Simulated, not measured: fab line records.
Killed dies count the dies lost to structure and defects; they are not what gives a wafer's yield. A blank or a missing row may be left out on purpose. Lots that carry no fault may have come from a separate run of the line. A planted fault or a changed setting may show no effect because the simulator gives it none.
Chamber matching :: flow n5-finfet :: ald-sin-02 running N5_ILD0_LINER_00: 4 sister chambers
The step material SiNx, target thk 4 nm, pulse time 1 s, purge time 2 s. 8 wafers are shown with their chamber, then 10 later ones without.

## WAFERS WITH THEIR CHAMBER
wafer: L089.1
chamber: 2
heater-power-w (W): 852
precursor-pulse-height-rel: 0.940

wafer: L091.2
chamber: 1
heater-power-w (W): 760
precursor-pulse-height-rel: 1.024

wafer: L091.4
chamber: 2
heater-power-w (W): 848
precursor-pulse-height-rel: 1.009

wafer: L092.2
chamber: 3
heater-power-w (W): 836
precursor-pulse-height-rel: 1.021

wafer: L092.3
chamber: 0
heater-power-w (W): 889
precursor-pulse-height-rel: 0.986

wafer: L092.5
chamber: 0
heater-power-w (W): 917
precursor-pulse-height-rel: 1.005

wafer: L094.3
chamber: 1
heater-power-w (W): 767
precursor-pulse-height-rel: 0.969

wafer: L094.4
chamber: 3
heater-power-w (W): 838
precursor-pulse-height-rel: 0.983

## WAFERS WHOSE CHAMBER IS MISSING
wafer: L094.5
heater-power-w (W): 842
precursor-pulse-height-rel: 0.979

wafer: L095.1
heater-power-w (W): 861
precursor-pulse-height-rel: 1.034

wafer: L095.3
heater-power-w (W): 769
precursor-pulse-height-rel: 1.006

wafer: L095.4
heater-power-w (W): 846
precursor-pulse-height-rel: 0.974

wafer: L097.1
heater-power-w (W): 777
precursor-pulse-height-rel: 1.015

wafer: L097.2
heater-power-w (W): 896
precursor-pulse-height-rel: 1.017

wafer: L097.3
heater-power-w (W): 853
precursor-pulse-height-rel: 1.019

wafer: L097.4
heater-power-w (W): 824
precursor-pulse-height-rel: 0.987

wafer: L097.5
heater-power-w (W): 884
precursor-pulse-height-rel: 1.005

wafer: L097.6
heater-power-w (W): 839
precursor-pulse-height-rel: 0.980

## WHICH CHAMBER EACH WENT THROUGH
wafer: L094.5
from the rows above: can't be placed: 2 or 3
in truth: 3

wafer: L095.1
from the rows above: can't be placed: 2 or 3
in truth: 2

wafer: L095.3
from the rows above: 1
in truth: 1

wafer: L095.4
from the rows above: can't be placed: 2 or 3
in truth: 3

wafer: L097.1
from the rows above: 1
in truth: 1

wafer: L097.2
from the rows above: 0
in truth: 0

wafer: L097.3
from the rows above: can't be placed: 2 or 3
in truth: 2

wafer: L097.4
from the rows above: can't be placed: 3 or 2
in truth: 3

wafer: L097.5
from the rows above: can't be placed: 0 or 2
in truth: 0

wafer: L097.6
from the rows above: can't be placed: 3 or 2
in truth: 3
Correct placement for 3 of the 10. Cannot be placed on the basis of these rows: 7; the candidates contain the true chamber in 7. 0 placed wrongly.
How it was worked out, from the rows above alone: a wafer's distance from a chamber is the root of the sum, over the readings, of the square of ((its reading less the chamber's mean) divided by the reading's scatter). The wafer belongs to the nearest chamber; if the next one is less than 2 further off, it can't be placed. For every chamber, the mean is computed from those of its wafers that are shown. The scatter: take each reading less its chamber's mean, square it, sum over the shown wafers, divide by the number of wafers less the number of chambers, and take the root.
